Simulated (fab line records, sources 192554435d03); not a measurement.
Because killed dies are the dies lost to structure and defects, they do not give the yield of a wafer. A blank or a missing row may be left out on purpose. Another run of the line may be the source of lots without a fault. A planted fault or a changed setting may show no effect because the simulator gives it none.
What tool caused it? | flow n5Finfet | 9 lots, 27 wafers sampled, at 3 steps of a route of 1938

WHAT EACH GAUGE READ, for each wafer
N5_BEOL_M4_RC_MEAS_101. Usual: DIBL_N 35.9 mV/V, standard deviation 1.3; DIBL_P 36.3 mV/V, standard deviation 1.5; IOFF_N 0.153 nA/um, standard deviation 0.023; IOFF_N_85C 3.0 nA/um, standard deviation 0.39; IOFF_N_LIN 0.072 nA/um, standard deviation 0.0088; IOFF_N_LONG 5.44e-05 nA/um, standard deviation 2.4e-06; IOFF_P 0.208 nA/um, standard deviation 0.028; ION_N 672 uA/um, standard deviation 9.7; ION_P 462 uA/um, standard deviation 6.6; SS_N 71.5 mV/dec, standard deviation 0.53; SS_P 73.3 mV/dec, standard deviation 0.59; VT_N 250.4 mV, standard deviation 2.7; VT_N_LONG 275.5 mV, standard deviation 1.8; VT_N_LVT 99 mV, standard deviation 3.1; VT_P -250.5 mV, standard deviation 3.
lot  | measured     | on        | DIBL_N (mV/V)  | DIBL_P (mV/V)  | IOFF_N (nA/um)    | IOFF_N_85C (nA/um) | IOFF_N_LIN (nA/um) | IOFF_N_LONG (nA/um)        | IOFF_P (nA/um)    | ION_N (uA/um) | ION_P (uA/um) | SS_N (mV/dec)  | SS_P (mV/dec)  | VT_N (mV)         | VT_N_LONG (mV)    | VT_N_LVT (mV) | VT_P (mV)            | flag
L220 | day 8 15:58  | prober-01 | 35.9 37.1 37.2 | 35.8 37.6 37.0 | 0.154 0.182 0.181 | 3.0 3.5 3.4        | 0.073 0.082 0.082  | 5.31e-05 5.32e-05 5.25e-05 | 0.189 0.213 0.215 | 673 677 684   | 457 457 465   | 71.3 71.6 72.2 | 73.1 73.7 74.0 | 251.8 251.6 248.6 | 275.7 276.5 278.2 | 97 95 95      | -254.4 -250.9 -250.2 | 
L223 | day 9 11:50  | prober-02 | 35.4 35.8 35.4 | 35.4 35.4 35.4 | 0.143 0.147 0.144 | 2.9 2.9 2.9        | 0.069 0.069 0.069  | 5.51e-05 5.44e-05 5.45e-05 | 0.196 0.200 0.190 | 674 677 669   | 466 456 460   | 71.4 70.9 71.3 | 72.8 72.8 72.3 | 250.7 249.8 251.7 | 274.4 275.2 274.9 | 98 98 97      | -251.0 -250.4 -251.9 | 
L228 | day 10 11:12 | prober-02 | 35.7 37.4 37.4 | 35.8 38.7 38.2 | 0.135 0.173 0.169 | 2.7 3.3 3.3        | 0.064 0.079 0.078  | 5.27e-05 5.44e-05 5.42e-05 | 0.180 0.224 0.213 | 675 684 686   | 460 471 464   | 71.3 71.7 71.9 | 73.6 73.5 73.1 | 253.1 247.8 247.4 | 274.6 273.0 274.6 | 100 95 95     | -249.9 -248.1 -251.0 | 
L231 | day 11 11:40 | prober-02 | 36.8 34.5 35.1 | 35.5 33.3 33.3 | 0.161 0.123 0.129 | 3.1 2.5 2.6        | 0.073 0.059 0.060  | 5.61e-05 5.51e-05 5.59e-05 | 0.211 0.178 0.176 | 677 660 659   | 454 452 454   | 71.4 71.1 71.6 | 74.0 72.7 73.3 | 253.2 253.4 254.8 | 274.3 277.1 272.9 | 100 103 104   | -251.8 -253.1 -253.2 | 
L232 | day 12 10:47 | prober-02 | 34.4 36.0 37.2 | 34.2 36.0 37.4 | 0.117 0.137 0.153 | 2.4 2.8 3.0        | 0.057 0.065 0.071  | 5.48e-05 5.49e-05 5.41e-05 | 0.164 0.192 0.211 | 656 656 666   | 447 452 456   | 70.8 71.7 71.6 | 72.5 72.9 73.3 | 253.0 252.0 251.0 | 274.5 274.4 276.5 | 102 99 99     | -251.7 -252.3 -252.4 | 
L237 | day 13 16:50 | prober-02 | 34.6 36.1 35.8 | 34.6 35.9 36.2 | 0.142 0.158 0.146 | 2.8 3.1 2.9        | 0.067 0.072 0.069  | 5.43e-05 5.41e-05 5.43e-05 | 0.180 0.198 0.207 | 679 679 666   | 461 460 456   | 70.4 71.5 71.8 | 72.8 73.5 73.4 | 248.7 250.2 252.1 | 274.4 275.5 272.8 | 96 96 99      | -251.5 -250.3 -248.1 | 
L238 | day 13 15:25 | prober-01 | 33.7 33.9 34.0 | 34.3 34.7 35.1 | 0.001 0.001 0.001 | 0.0 0.0 0.0        | 0.000 0.000 0.000  | 2.61e-05 2.62e-05 2.6e-05  | 0.213 0.212 0.223 | 354 357 365   | 462 466 476   | 70.9 70.4 71.5 | 73.3 72.4 73.6 | 397.2 395.3 397.9 | 420.8 423.1 419.2 | 247 245 244   | -247.8 -248.5 -245.7 | OFF
L240 | day 14 01:19 | prober-02 | 37.1 36.4 36.6 | 38.5 37.5 37.4 | 0.001 0.001 0.001 | 0.0 0.0 0.0        | 0.000 0.000 0.000  | 2.36e-05 2.43e-05 2.43e-05 | 0.239 0.215 0.209 | 365 367 360   | 472 468 462   | 71.4 71.4 71.7 | 74.4 74.6 73.0 | 395.2 396.3 396.4 | 423.8 425.5 425.6 | 244 248 248   | -248.6 -250.0 -248.8 | OFF
L241 | day 14 04:28 | prober-02 | 34.8 35.1 36.2 | 35.7 36.5 37.1 | 0.001 0.001 0.001 | 0.0 0.0 0.0        | 0.000 0.000 0.000  | 2.44e-05 2.47e-05 2.51e-05 | 0.177 0.189 0.208 | 354 358 356   | 465 461 459   | 71.1 71.4 71.0 | 73.4 72.4 73.0 | 400.0 400.3 401.1 | 423.5 422.2 421.3 | 249 248 248   | -253.0 -253.8 -251.6 | OFF

WHAT TOOL EACH LOT RAN ON (gives the tool, then ch and the chambers of the sampled wafers, and finally the start)
lot  | N5_HKMG_FIN_WET_ETCH_18           | N5_BEOL_M4_DEP_57
L220 | wetBench-02 ch 2,5,7, day 4 12:50 | pecvd-03 ch 0,2, day 8 15:51
L223 | wetBench-02 ch 0,3,6, day 5 11:55 | pecvd-03 ch 0,1, day 9 11:42
L228 | wetBench-02 ch 3,4,7, day 6 12:59 | pecvd-03 ch 0, day 10 11:01
L231 | wetBench-02 ch 0,2,3, day 7 10:04 | pecvd-02 ch 0,1,2, day 11 11:07
L232 | wetBench-04 ch 1,3,4, day 7 12:03 | pecvd-01 ch 0,1,2, day 12 10:40
L237 | wetBench-02 ch 1,5,6, day 8 17:16 | pecvd-02 ch 1,2, day 13 16:43
L238 | wetBench-02 ch 1,2,7, day 9 02:56 | pecvd-01 ch 0,1,2, day 13 14:30
L240 | wetBench-02 ch 0,3,6, day 9 14:18 | pecvd-03 ch 0,1,2, day 14 01:03
L241 | wetBench-02 ch 5,6,7, day 9 18:05 | pecvd-01 ch 0,1,2, day 14 04:20
- N5_HKMG_FIN_WET_ETCH_18: etches TiN in SC1, time 55 s, target depth 5.2 nm, rinse time 30 s.
- N5_BEOL_M4_DEP_57: deposits SiCN from 3MS/NH3, target thk 8 nm, time 14 s.

WHAT THE TOOLS THEMSELVES READ (means of the sampled wafers that have a number; where no wafer has one, the mark that the record gives instead)
N5_HKMG_FIN_WET_ETCH_18. Usual: h2o2FlowMLMin reads 214.3 (standard deviation 0.62).
lot  | tool        | h2o2FlowMLMin | flag
L220 | wetBench-02 | 214.6         | 
L223 | wetBench-02 | 213.3         | 
L228 | wetBench-02 | 214.4         | 
L231 | wetBench-02 | 214.4         | 
L232 | wetBench-04 | 214.0         | 
L237 | wetBench-02 | 214.5         | 
L238 | wetBench-02 | 213.8         | 
L240 | wetBench-02 | 214.8         | 
L241 | wetBench-02 | 214.6         | 

N5_BEOL_M4_DEP_57. Usual: showerheadPlenumPTorr 3.661 Torr, standard deviation 0.016; showerheadVppV 890 V, standard deviation 25; throttleValvePct 8.92 %, standard deviation 0.28.
lot  | tool     | showerheadPlenumPTorr (Torr) | showerheadVppV (V) | throttleValvePct (%) | flag
L220 | pecvd-03 | 3.653                        | 894                | 8.84                 | 
L223 | pecvd-03 | 3.683                        | 886                | 8.83                 | 
L228 | pecvd-03 | 3.655                        | 877                | 8.87                 | 
L231 | pecvd-02 | 3.665                        | 903                | 9.15                 | 
L232 | pecvd-01 | 3.660                        | 874                | 8.85                 | 
L237 | pecvd-02 | 3.652                        | 885                | 9.11                 | 
L238 | pecvd-01 | 3.657                        | 879                | 8.96                 | 
L240 | pecvd-03 | 3.662                        | 899                | 8.64                 | 
L241 | pecvd-01 | 3.655                        | 886                | 8.95                 | 

THE ANSWER, worked out from the rows above alone
Rule: lot off if the mean of its wafers having a number is beyond 3 standard deviations from the usual mean. A lot without any number at a reading at which 4 lots or more have one is off too. All remaining lots with rows at the step are treated as sound. After the gauges, taken in route order, come the tools' own readings; for these a lot's mean is taken, as printed above. The first step at which some lot is off is used, and at that step the reading that is off furthest; a lot without a number counts as furthest.
Off: L238, L240, L241, seen at N5_BEOL_M4_RC_MEAS_101 (VT_N_LONG).
A tool fits if, at a process step before that reading, it ran every lot that is off, and no sound lot after the first of them. Gauges at N5_BEOL_M4_RC_MEAS_101: tried the same way as those tools. One fits: N5_HKMG_FIN_WET_ETCH_18 on wetBench-02. Its last sound lot is L237 (day 8 17:16), its first lot that is off L238 (day 9 02:56): a fault that began between those two fits.

WHAT WAS PUT IN BY THE SIMULATOR
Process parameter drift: wetBench-02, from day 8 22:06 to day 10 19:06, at N5_HKMG_FIN_WET_ETCH_18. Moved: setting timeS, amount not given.
Struck lots among those shown: L238, L240, L241. The rule given above showed the same thing.
